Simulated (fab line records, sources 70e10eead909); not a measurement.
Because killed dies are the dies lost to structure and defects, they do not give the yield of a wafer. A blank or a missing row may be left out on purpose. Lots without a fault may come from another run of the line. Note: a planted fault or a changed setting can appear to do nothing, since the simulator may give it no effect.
A sampling plan put to the test ; flow nand-harc ; 29 faults told of in these records, all on one fab line, each judged by the records of the lots it struck
The line's own looks make up the plan; these are the steps of the route where a gauge or inspection reads the wafer and leaves it unchanged. Where struck wafers have a number at a look and the file lists that look's usual mean and standard deviation on fault-free wafers, the look can be judged. Caught: the struck wafers' mean, at a look after the fault's first step, is 4 or more of those standard deviations (sigma) away from the usual mean. On the tool: the fault's steps, tested the same way using the tool's own readings. It also counts as caught if the struck wafers ran another recipe or if their record alone is blank.

## THE FAULTS, as the simulator had put them in
1. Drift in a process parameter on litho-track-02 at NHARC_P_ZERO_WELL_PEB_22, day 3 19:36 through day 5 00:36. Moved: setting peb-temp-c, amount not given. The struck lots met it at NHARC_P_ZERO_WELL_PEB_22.
2. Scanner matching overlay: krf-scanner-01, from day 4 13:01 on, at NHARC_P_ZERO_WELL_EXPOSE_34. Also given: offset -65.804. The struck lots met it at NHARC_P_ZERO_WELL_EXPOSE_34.
3. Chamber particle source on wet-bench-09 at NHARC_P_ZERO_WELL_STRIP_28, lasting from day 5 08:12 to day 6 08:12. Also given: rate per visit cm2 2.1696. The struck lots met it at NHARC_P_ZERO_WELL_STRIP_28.
4. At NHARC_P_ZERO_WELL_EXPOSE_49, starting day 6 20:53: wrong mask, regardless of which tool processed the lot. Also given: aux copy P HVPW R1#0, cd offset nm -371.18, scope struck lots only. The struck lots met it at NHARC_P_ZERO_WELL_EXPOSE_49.
5. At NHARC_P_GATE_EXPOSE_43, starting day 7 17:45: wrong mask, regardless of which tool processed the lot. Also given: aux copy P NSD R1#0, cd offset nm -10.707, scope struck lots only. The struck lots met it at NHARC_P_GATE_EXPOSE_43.
6. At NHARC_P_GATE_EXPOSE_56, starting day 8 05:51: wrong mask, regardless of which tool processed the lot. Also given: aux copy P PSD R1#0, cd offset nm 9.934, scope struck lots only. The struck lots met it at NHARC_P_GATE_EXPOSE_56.
7. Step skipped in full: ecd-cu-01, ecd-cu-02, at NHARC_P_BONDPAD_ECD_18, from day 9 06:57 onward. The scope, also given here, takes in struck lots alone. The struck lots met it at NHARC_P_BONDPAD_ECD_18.
8. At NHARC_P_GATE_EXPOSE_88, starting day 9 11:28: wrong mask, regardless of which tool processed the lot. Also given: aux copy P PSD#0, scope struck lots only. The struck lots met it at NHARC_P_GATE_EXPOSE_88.
9. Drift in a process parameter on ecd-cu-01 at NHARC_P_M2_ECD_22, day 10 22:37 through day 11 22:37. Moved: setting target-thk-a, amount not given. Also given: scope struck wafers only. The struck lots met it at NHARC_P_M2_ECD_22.
10. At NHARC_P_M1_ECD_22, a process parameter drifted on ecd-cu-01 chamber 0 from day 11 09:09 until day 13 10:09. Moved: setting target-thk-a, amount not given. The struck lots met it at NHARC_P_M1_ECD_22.
11. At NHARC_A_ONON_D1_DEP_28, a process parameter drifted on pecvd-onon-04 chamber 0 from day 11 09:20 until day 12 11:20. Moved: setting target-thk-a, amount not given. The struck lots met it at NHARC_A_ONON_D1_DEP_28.
12. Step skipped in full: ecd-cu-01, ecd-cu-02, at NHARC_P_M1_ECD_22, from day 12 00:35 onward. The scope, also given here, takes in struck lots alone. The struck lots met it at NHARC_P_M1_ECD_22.
13. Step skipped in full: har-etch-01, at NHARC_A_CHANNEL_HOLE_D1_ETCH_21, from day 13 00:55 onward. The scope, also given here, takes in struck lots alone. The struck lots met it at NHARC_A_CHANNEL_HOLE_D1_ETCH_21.
14. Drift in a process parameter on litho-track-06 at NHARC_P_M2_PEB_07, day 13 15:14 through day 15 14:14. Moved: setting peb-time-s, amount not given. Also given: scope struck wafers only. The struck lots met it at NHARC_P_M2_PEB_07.
15. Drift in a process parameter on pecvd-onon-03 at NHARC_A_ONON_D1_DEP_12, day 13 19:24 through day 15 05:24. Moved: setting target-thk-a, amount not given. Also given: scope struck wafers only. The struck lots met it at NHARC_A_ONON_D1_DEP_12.
16. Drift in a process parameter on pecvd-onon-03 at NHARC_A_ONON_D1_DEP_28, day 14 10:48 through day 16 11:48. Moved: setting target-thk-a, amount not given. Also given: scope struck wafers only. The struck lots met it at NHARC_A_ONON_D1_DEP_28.
17. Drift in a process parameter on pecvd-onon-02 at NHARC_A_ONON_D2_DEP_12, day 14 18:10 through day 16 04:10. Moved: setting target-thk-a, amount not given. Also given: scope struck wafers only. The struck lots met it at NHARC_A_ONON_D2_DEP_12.
18. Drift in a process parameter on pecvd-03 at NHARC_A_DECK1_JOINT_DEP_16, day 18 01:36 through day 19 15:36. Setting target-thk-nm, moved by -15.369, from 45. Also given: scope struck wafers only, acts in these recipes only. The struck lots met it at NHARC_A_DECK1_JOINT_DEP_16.
19. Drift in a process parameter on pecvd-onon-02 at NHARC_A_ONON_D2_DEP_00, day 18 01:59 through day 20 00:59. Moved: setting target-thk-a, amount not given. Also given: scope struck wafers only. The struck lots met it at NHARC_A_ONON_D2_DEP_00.
20. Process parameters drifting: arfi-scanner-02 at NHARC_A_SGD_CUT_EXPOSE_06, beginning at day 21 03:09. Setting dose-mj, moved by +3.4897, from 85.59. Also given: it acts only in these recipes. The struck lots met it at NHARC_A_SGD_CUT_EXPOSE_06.
21. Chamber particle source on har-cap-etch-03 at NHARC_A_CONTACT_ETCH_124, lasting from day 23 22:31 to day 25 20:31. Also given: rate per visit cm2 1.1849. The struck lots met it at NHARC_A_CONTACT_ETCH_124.
22. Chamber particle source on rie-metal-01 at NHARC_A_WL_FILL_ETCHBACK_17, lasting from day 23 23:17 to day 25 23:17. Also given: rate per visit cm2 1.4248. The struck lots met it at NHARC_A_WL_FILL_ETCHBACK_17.
23. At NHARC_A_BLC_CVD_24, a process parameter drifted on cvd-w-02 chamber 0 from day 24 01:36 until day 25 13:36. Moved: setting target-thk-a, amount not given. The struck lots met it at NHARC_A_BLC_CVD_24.
24. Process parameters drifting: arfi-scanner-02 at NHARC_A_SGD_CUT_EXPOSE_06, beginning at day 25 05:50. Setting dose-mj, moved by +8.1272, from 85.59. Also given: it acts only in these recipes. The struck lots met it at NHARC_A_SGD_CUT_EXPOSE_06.
25. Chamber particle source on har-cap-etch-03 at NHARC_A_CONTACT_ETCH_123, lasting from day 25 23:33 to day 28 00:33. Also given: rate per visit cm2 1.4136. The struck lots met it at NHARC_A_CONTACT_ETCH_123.
26. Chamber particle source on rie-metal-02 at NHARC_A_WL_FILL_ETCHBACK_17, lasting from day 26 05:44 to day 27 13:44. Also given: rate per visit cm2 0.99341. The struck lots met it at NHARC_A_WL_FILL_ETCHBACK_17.
27. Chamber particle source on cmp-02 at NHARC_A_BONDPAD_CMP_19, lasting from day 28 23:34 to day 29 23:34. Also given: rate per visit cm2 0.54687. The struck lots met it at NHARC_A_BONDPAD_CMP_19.
28. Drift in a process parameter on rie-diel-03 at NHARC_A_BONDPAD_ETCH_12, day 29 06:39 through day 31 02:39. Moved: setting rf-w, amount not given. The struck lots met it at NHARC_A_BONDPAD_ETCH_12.
29. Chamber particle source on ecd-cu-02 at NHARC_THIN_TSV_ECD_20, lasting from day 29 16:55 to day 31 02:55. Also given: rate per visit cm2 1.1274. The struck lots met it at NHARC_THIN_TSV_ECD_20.

## WHAT THE PLAN SAW
fault;on the tool itself;first look that catches it;reading, sigma;median hours from its first step to that look;hours from the fault's start to the first struck lot there;judged looks passed uncaught
1;heater-power-total-W +29 sigma;not the one look that can be judged after it;strongest: cd-nm at NHARC_P_ZERO_WELL_CD_MEAS_24, +3.2;-;-;1
2;under 2 sigma;not the one look that can be judged after it;-;-;-;1
3;no reading that can be judged;NHARC_P_ZERO_WELL_INSPECT_43;raw-defect-count +99 or beyond;5.1;15;1
4;no reading that can be judged;NHARC_P_ZERO_WELL_CD_MEAS_52;cd-nm -99 or beyond;0.2;6;0
5;no reading that can be judged;NHARC_P_GATE_CD_MEAS_46;cd-nm -6.6;0.2;7;0
6;no reading that can be judged;NHARC_P_GATE_CD_MEAS_59;cd-nm +6.5;0.2;4;0
7;the tool's record is blank for the struck wafers;NHARC_P_BONDPAD_THK_MEAS_20;thk-nm -82;1.0;5;0
8;under 2 sigma;not the one look that can be judged after it;-;-;-;1
9;no reading that can be judged;no look after it can be judged;-;-;-;0
10;under 2 sigma;no look after it can be judged;-;-;-;0
11;under 2 sigma;NHARC_A_ONON_D1_THK_MEAS_30;thk-nm -29;0.5;12;0
12;the tool's record is blank for the struck wafers;NHARC_P_M1_THK_MEAS_24;thk-nm -91;1.0;10;0
13;the tool's record is blank for the struck wafers;NHARC_A_CHANNEL_HOLE_D1_CD_MEAS_30;cd-nm -68;5.1;17;0
14;under 2 sigma;none of the 4 looks that can be judged after it;-;-;-;4
15;no reading that can be judged;NHARC_A_ONON_D1_THK_MEAS_14;thk-nm +30;0.4;14;0
16;under 2 sigma;NHARC_A_ONON_D1_THK_MEAS_30;thk-nm +52;0.3;20;0
17;under 2 sigma;NHARC_A_ONON_D2_THK_MEAS_14;thk-nm -43;0.4;29;0
18;under 2 sigma;NHARC_A_DECK1_JOINT_THK_MEAS_17;thk-nm -11;0.3;12;0
19;no reading that can be judged;NHARC_A_ONON_D2_THK_MEAS_02;thk-nm +22;0.4;12;0
20;exposure-dose-mJ-cm2 +30 sigma;none of the 3 looks that can be judged after it;strongest: cd-nm at NHARC_A_SGD_CUT_CD_MEAS_09, +3.6;-;-;3
21;no reading that can be judged;none of the 2 looks that can be judged after it;strongest: killed-dies at NHARC_END_SORT_01, +3.9;-;-;2
22;under 2 sigma;NHARC_END_SORT_01;killed-dies +4.7;86.2;94;0
23;only faintly: heater-power-w +2.0 sigma;no look after it can be judged;-;-;-;0
24;exposure-dose-mJ-cm2 +77 sigma;NHARC_A_SGD_CUT_CD_MEAS_09;cd-nm +10;0.1;12;0
25;under 2 sigma;not the one look that can be judged after it;strongest: killed-dies at NHARC_END_SORT_01, +3.3;-;-;1
26;under 2 sigma;none of the 2 looks that can be judged after it;strongest: killed-dies at NHARC_END_SORT_01, +3.8;-;-;2
27;under 2 sigma;NHARC_END_SORT_01;killed-dies +13;31.5;34;1
28;rf-fwd-power-W +99 or beyond sigma;none of the 2 looks that can be judged after it;-;-;-;2
29;no reading that can be judged;NHARC_END_SORT_01;killed-at-other +99 or beyond;20.9;24;1
A dash: the fault is not caught, or the number is missing from these records.

Caught at a look: 17 of 29. Caught on the tool: 7 of 29. By one or the other: 20 of 29.
Faults 1, 20, 28 were caught on the tool alone.
Caught at a look alone: faults 3, 4, 5, 6, 11, 15, 16, 17, 18, 19, 22, 27, 29.
Caught by neither: faults 2, 8, 9, 10, 14, 21, 23, 25, 26.

## THINNER SAMPLING
If the look that catches a fault measured only every second or every third lot, by lot number, the first struck lot would be measured this late in the worst case:
fault;struck lots at that look, in order of time;every lot;every second lot;every third lot
3;L855, L856;15 h;23 h;may miss all 2
4;L133;6 h;may miss it;may miss it
5;L795;7 h;may miss it;may miss it
6;L295;4 h;may miss it;may miss it
7;L649, L650;5 h;20 h;may miss all 2
11;L474, L475;12 h;21 h;may miss all 2
12;L147;10 h;may miss it;may miss it
13;L592, L593;17 h;26 h;may miss all 2
15;L620, L622;14 h;may miss all 2;may miss all 2
16;L109, L111;20 h;may miss all 2;may miss all 2
17;L414;29 h;may miss it;may miss it
18;L450, L452, L451;12 h;26 h;26 h
19;L924, L926, L928;12 h;may miss all 3;40 h
22;L469, L470;94 h;131 h;may miss all 2
24;L158, L161, L160;12 h;25 h;may miss all 3
27;L956, L958;34 h;may miss all 2;may miss all 2
29;L595, L596, L598;24 h;32 h;may miss all 3
Hours: fault start to first struck lot measured. The limit of 4 sigma was tested on all struck wafers together, so one lot alone may lie under it. Other struck lots may not be in these records.

## THE LONGEST TIMED WAY FROM STEP TO LOOK
Fault 22: median gap of 86.2 hours between NHARC_A_WL_FILL_ETCHBACK_17 and NHARC_END_SORT_01. No look between them can be judged.
